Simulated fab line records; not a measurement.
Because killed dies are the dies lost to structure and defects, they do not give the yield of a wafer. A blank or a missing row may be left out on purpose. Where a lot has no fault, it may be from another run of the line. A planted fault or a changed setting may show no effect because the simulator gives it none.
What tool caused it? / flow n5 finfet / 24 lots with 72 wafers sampled at 2 steps, on a route of 1938 steps

## WHAT THE GAUGES SHOWED, per wafer
N5_BEOL_M3_INSPECT_13: inspects for defects (brightfield).
lot=L074; measured=day 7 02:26; on=defect inspect-02; raw defect count=386 443 342
lot=L075; measured=day 7 06:44; on=defect inspect-01; raw defect count=436 506 421
lot=L076; measured=day 7 11:45; on=defect inspect-02; raw defect count=441 403 361
lot=L077; measured=day 7 14:06; on=defect inspect-02; raw defect count=454 399 332
lot=L078; measured=day 8 14:38; on=defect inspect-02; raw defect count=225 280 293
lot=L079; measured=day 9 06:28; on=defect inspect-02; raw defect count=361 435 398
lot=L080; measured=day 9 11:55; on=defect inspect-02; raw defect count=311 359 347
lot=L081; measured=day 9 12:08; on=defect inspect-02; raw defect count=274 455 379
lot=L082; measured=day 9 14:10; on=defect inspect-02; raw defect count=357 310 404
lot=L085; measured=day 9 19:03; on=defect inspect-02; raw defect count=379 543 416
lot=L083; measured=day 9 19:16; on=defect inspect-01; raw defect count=406 294 385
lot=L084; measured=day 9 23:03; on=defect inspect-02; raw defect count=425 339 589
lot=L087; measured=day 10 02:13; on=defect inspect-02; raw defect count=333 342 352
lot=L086; measured=day 10 04:19; on=defect inspect-02; raw defect count=458 474 524
lot=L088; measured=day 10 20:59; on=defect inspect-02; raw defect count=430 338 422
lot=L089; measured=day 11 04:24; on=defect inspect-02; raw defect count=344 349 257
lot=L090; measured=day 11 10:55; on=defect inspect-02; raw defect count=325 364 287
lot=L092; measured=day 11 18:21; on=defect inspect-01; raw defect count=489 463 332
lot=L093; measured=day 11 19:53; on=defect inspect-01; raw defect count=372 415 397
lot=L091; measured=day 11 23:12; on=defect inspect-01; raw defect count=451 460 516
lot=L094; measured=day 12 12:01; on=defect inspect-02; raw defect count=529 348 395
lot=L095; measured=day 12 14:50; on=defect inspect-02; raw defect count=357 334 368
lot=L097; measured=day 12 18:59; on=defect inspect-02; raw defect count=372 309 397
lot=L096; measured=day 13 02:08; on=defect inspect-02; raw defect count=421 336 397

## EACH LOT AND THE TOOL THAT RAN IT (in order: tool; ch and the chambers of the sampled wafers; start)
lot=L074; N5_BEOL_M3_HM_DEP_02=pvd sputter-03, day 7 01:56
lot=L075; N5_BEOL_M3_HM_DEP_02=pvd sputter-01, day 7 06:06
lot=L076; N5_BEOL_M3_HM_DEP_02=pvd sputter-02, day 7 11:09
lot=L077; N5_BEOL_M3_HM_DEP_02=pvd sputter-01, day 7 13:37
lot=L078; N5_BEOL_M3_HM_DEP_02=pvd sputter-03, day 8 13:57
lot=L079; N5_BEOL_M3_HM_DEP_02=pvd sputter-01, day 9 05:59
lot=L080; N5_BEOL_M3_HM_DEP_02=pvd sputter-02, day 9 11:19
lot=L081; N5_BEOL_M3_HM_DEP_02=pvd sputter-03, day 9 11:32
lot=L082; N5_BEOL_M3_HM_DEP_02=pvd sputter-03, day 9 13:42
lot=L085; N5_BEOL_M3_HM_DEP_02=pvd sputter-01, day 9 18:34
lot=L083; N5_BEOL_M3_HM_DEP_02=pvd sputter-01, day 9 18:40
lot=L084; N5_BEOL_M3_HM_DEP_02=pvd sputter-03, day 9 22:14
lot=L087; N5_BEOL_M3_HM_DEP_02=pvd sputter-03, day 10 01:37
lot=L086; N5_BEOL_M3_HM_DEP_02=pvd sputter-02, day 10 03:50
lot=L088; N5_BEOL_M3_HM_DEP_02=pvd sputter-01, day 10 20:23
lot=L089; N5_BEOL_M3_HM_DEP_02=pvd sputter-02, day 11 03:55
lot=L090; N5_BEOL_M3_HM_DEP_02=pvd sputter-03, day 11 10:19
lot=L092; N5_BEOL_M3_HM_DEP_02=pvd sputter-02, day 11 17:52
lot=L093; N5_BEOL_M3_HM_DEP_02=pvd sputter-01, day 11 19:17
lot=L091; N5_BEOL_M3_HM_DEP_02=pvd sputter-01, day 11 22:43
lot=L094; N5_BEOL_M3_HM_DEP_02=pvd sputter-01, day 12 11:25
lot=L095; N5_BEOL_M3_HM_DEP_02=pvd sputter-01, day 12 14:22
lot=L097; N5_BEOL_M3_HM_DEP_02=pvd sputter-02, day 12 18:22
lot=L096; N5_BEOL_M3_HM_DEP_02=pvd sputter-03, day 13 01:32
- N5_BEOL_M3_HM_DEP_02: deposits TiN, target thk 20 nm.

## AS READ BY THE TOOLS THEMSELVES (means over the sampled wafers that have a number; for cases with no such wafer, the mark the record gives instead)
N5_BEOL_M3_HM_DEP_02.
lot=L074; tool=pvd sputter-03; susceptor temp C (C)=24.97; throttle valve pct (%)=29.9
lot=L075; tool=pvd sputter-01; susceptor temp C (C)=25.03; throttle valve pct (%)=30.0
lot=L076; tool=pvd sputter-02; susceptor temp C (C)=24.99; throttle valve pct (%)=29.2
lot=L077; tool=pvd sputter-01; susceptor temp C (C)=25.11; throttle valve pct (%)=29.1
lot=L078; tool=pvd sputter-03; susceptor temp C (C)=25.03; throttle valve pct (%)=29.6
lot=L079; tool=pvd sputter-01; susceptor temp C (C)=24.96; throttle valve pct (%)=28.9
lot=L080; tool=pvd sputter-02; susceptor temp C (C)=25.04; throttle valve pct (%)=29.0
lot=L081; tool=pvd sputter-03; susceptor temp C (C)=25.07; throttle valve pct (%)=29.7
lot=L082; tool=pvd sputter-03; susceptor temp C (C)=25.11; throttle valve pct (%)=29.5
lot=L085; tool=pvd sputter-01; susceptor temp C (C)=25.07; throttle valve pct (%)=29.6
lot=L083; tool=pvd sputter-01; susceptor temp C (C)=24.98; throttle valve pct (%)=28.9
lot=L084; tool=pvd sputter-03; susceptor temp C (C)=25.00; throttle valve pct (%)=30.6
lot=L087; tool=pvd sputter-03; susceptor temp C (C)=25.06; throttle valve pct (%)=29.8
lot=L086; tool=pvd sputter-02; susceptor temp C (C)=24.98; throttle valve pct (%)=28.7
lot=L088; tool=pvd sputter-01; susceptor temp C (C)=25.05; throttle valve pct (%)=29.8
lot=L089; tool=pvd sputter-02; susceptor temp C (C)=24.95; throttle valve pct (%)=29.4
lot=L090; tool=pvd sputter-03; susceptor temp C (C)=24.99; throttle valve pct (%)=29.7
lot=L092; tool=pvd sputter-02; susceptor temp C (C)=25.07; throttle valve pct (%)=29.4
lot=L093; tool=pvd sputter-01; susceptor temp C (C)=25.08; throttle valve pct (%)=28.9
lot=L091; tool=pvd sputter-01; susceptor temp C (C)=24.89; throttle valve pct (%)=28.7
lot=L094; tool=pvd sputter-01; susceptor temp C (C)=25.01; throttle valve pct (%)=29.9
lot=L095; tool=pvd sputter-01; susceptor temp C (C)=24.95; throttle valve pct (%)=29.8
lot=L097; tool=pvd sputter-02; susceptor temp C (C)=24.97; throttle valve pct (%)=31.1
lot=L096; tool=pvd sputter-03; susceptor temp C (C)=25.00; throttle valve pct (%)=29.5

## THE ANSWER, worked out from the rows above alone
Rule: what is usual is taken from the lots themselves. Put in order of their means at a reading, lots are off if they are a third of the lots or fewer, leave a main group of 4 or more, and stand apart from it by a gap of 3 or more times the standard deviation of the main group's means; of several such gaps the widest counts. A main group whose means are all the same, to the digits that the tables above print for the reading, isn't used. A lot without any number at a reading at which 4 lots or more have one is off too. Any other lot the step has rows for is counted as sound. After the gauges, taken in route order, come the tools' own readings; for these a lot's mean is taken, as printed above. The first step at which some lot is off is used, and at that step the reading that is off furthest; a lot without a number counts as furthest.
Nothing can be told from this: no lot is off at any reading shown.

## WHAT THE SIMULATOR HAD PUT IN
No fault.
